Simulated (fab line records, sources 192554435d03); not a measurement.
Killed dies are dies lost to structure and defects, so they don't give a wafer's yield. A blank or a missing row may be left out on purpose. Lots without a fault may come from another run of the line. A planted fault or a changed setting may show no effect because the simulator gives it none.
Chamber matching | flow n5_finfet | N5_SD_EPI_N_ETCH_45 on rie_diel-04: 4 sister chambers
The step etches SiOCN in CH3F/O2, target depth 6 nm. 16 wafers are shown with their chamber, then 8 later ones without.

WAFERS WITH THEIR CHAMBER
wafer  | chamber | showerhead_plenum_p_Torr (Torr) | throttle_valve_pct (%) | oes_product_au (a.u.)
L075.2 | 2       | 2.07                            | 23.60                  | 0.70
L075.3 | 1       | 1.95                            | 23.19                  | 0.89
L075.6 | 2       | 2.07                            | 23.60                  | 0.70
L077.1 | 0       | 2.04                            | 23.08                  | 0.67
L077.2 | 1       | 1.95                            | 23.21                  | 0.88
L077.5 | 1       | 1.95                            | 23.19                  | 0.88
L078.2 | 2       | 2.07                            | 23.60                  | 0.69
L078.4 | 1       | 1.95                            | 23.19                  | 0.87
L078.6 | 0       | 2.04                            | 23.09                  | 0.67
L079.1 | 1       | 1.95                            | 23.20                  | 0.87
L079.2 | 2       | 2.07                            | 23.62                  | 0.69
L079.4 | 3       | 1.97                            | 23.62                  | 0.73
L090.4 | 2       | 2.06                            | 23.63                  | 0.68
L090.5 | 0       | 2.04                            | 22.77                  | 0.96
L090.6 | 3       | 1.97                            | 23.64                  | 0.71
L093.1 | 2       | 2.06                            | 23.64                  | 0.67

SIGNATURES (means of the wafers above)
reading                  | chamber 0 | chamber 1 | chamber 2 | chamber 3 | scatter within a chamber
showerhead_plenum_p_Torr | 2.0400    | 1.9500    | 2.0667    | 1.9700    | 0.00333
throttle_valve_pct       | 22.9800   | 23.1960   | 23.6150   | 23.6300   | 0.0754
oes_product_au           | 0.7667    | 0.8780    | 0.6883    | 0.7200    | 0.0691
Rule: a wafer's distance from a chamber is the root of the sum, over the readings, of the square of ((its reading less the chamber's mean) divided by the reading's scatter). The wafer belongs to the nearest chamber; if the next one is less than 2 further off, it can't be placed. The scatter: the root of (the sum of the squares of (reading less its chamber's mean) over the shown wafers, divided by (wafers less chambers)).

WAFERS WITHOUT THEIR CHAMBER
wafer  | showerhead_plenum_p_Torr (Torr) | throttle_valve_pct (%) | oes_product_au (a.u.)
L093.3 | 1.96                            | 23.64                  | 0.71
L093.4 | 2.04                            | 22.79                  | 0.95
L095.2 | 2.03                            | 22.79                  | 0.94
L095.3 | 2.06                            | 23.63                  | 0.67
L095.5 | 1.94                            | 23.23                  | 0.83
L097.3 | 1.94                            | 23.24                  | 0.82
L097.4 | 2.06                            | 23.66                  | 0.67
L097.6 | 1.96                            | 23.67                  | 0.70

WHICH CHAMBER EACH WENT THROUGH
wafer  | from the rows above | in truth
L093.3 | 3                   | 3
L093.4 | 0                   | 0
L095.2 | 0                   | 0
L095.3 | 2                   | 2
L095.5 | 1                   | 1
L097.3 | 1                   | 1
L097.4 | 2                   | 2
L097.6 | 3                   | 3
Placed correctly: 8 of 8. Can't be placed from these rows: 0. Placed wrongly: 0.
